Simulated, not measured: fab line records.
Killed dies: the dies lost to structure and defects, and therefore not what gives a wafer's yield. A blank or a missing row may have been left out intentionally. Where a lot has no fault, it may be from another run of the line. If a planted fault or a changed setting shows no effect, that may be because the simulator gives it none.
Chamber matching / flow nandHarc / NHARC_A_STAIRCASE_TRIM_196 on rieDiel-11 has 4 sister chambers
The step chemistry O2, time 211.2 s. 4 wafers are shown with their chamber, then 8 later ones without.

== WAFERS PAIRED WITH THEIR CHAMBERS ==
wafer=L085.3; chamber=1; showerheadPlenumPTorr (Torr)=3.49
wafer=L085.6; chamber=2; showerheadPlenumPTorr (Torr)=3.40
wafer=L086.6; chamber=0; showerheadPlenumPTorr (Torr)=3.74
wafer=L092.1; chamber=3; showerheadPlenumPTorr (Torr)=3.75

== WAFERS WITH NO CHAMBER GIVEN ==
wafer=L092.5; showerheadPlenumPTorr (Torr)=3.47
wafer=L092.6; showerheadPlenumPTorr (Torr)=3.39
wafer=L096.1; showerheadPlenumPTorr (Torr)=3.75
wafer=L096.3; showerheadPlenumPTorr (Torr)=3.72
wafer=L096.4; showerheadPlenumPTorr (Torr)=3.46
wafer=L097.2; showerheadPlenumPTorr (Torr)=3.74
wafer=L097.4; showerheadPlenumPTorr (Torr)=3.72
wafer=L097.5; showerheadPlenumPTorr (Torr)=3.72

== WHICH CHAMBER EACH ONE RAN IN ==
wafer=L092.5; from the rows above=1; in truth=1
wafer=L092.6; from the rows above=2; in truth=2
wafer=L096.1; from the rows above=can't be placed: 3 or 0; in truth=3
wafer=L096.3; from the rows above=can't be placed: 0 or 3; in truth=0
wafer=L096.4; from the rows above=can't be placed: 1 or 2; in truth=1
wafer=L097.2; from the rows above=can't be placed: 0 or 3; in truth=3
wafer=L097.4; from the rows above=can't be placed: 0 or 3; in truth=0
wafer=L097.5; from the rows above=can't be placed: 0 or 3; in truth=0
2 of 8 placed correctly. These rows do not allow placing 6 (true chamber among the candidates in 6). Number placed wrongly: 0.
How it was worked out, from the rows above alone: a wafer's distance from a chamber is the root of the sum, over the readings, of the square of ((its reading less the chamber's mean) divided by the reading's scatter). If the next closest chamber is less than 2 further off than the closest, the wafer can't be placed; otherwise it belongs to the closest. A chamber's mean is the mean of its shown wafers. The scatter: with one shown wafer a chamber, the root of the mean of the squares of how far each hidden wafer lies from its nearest shown one.
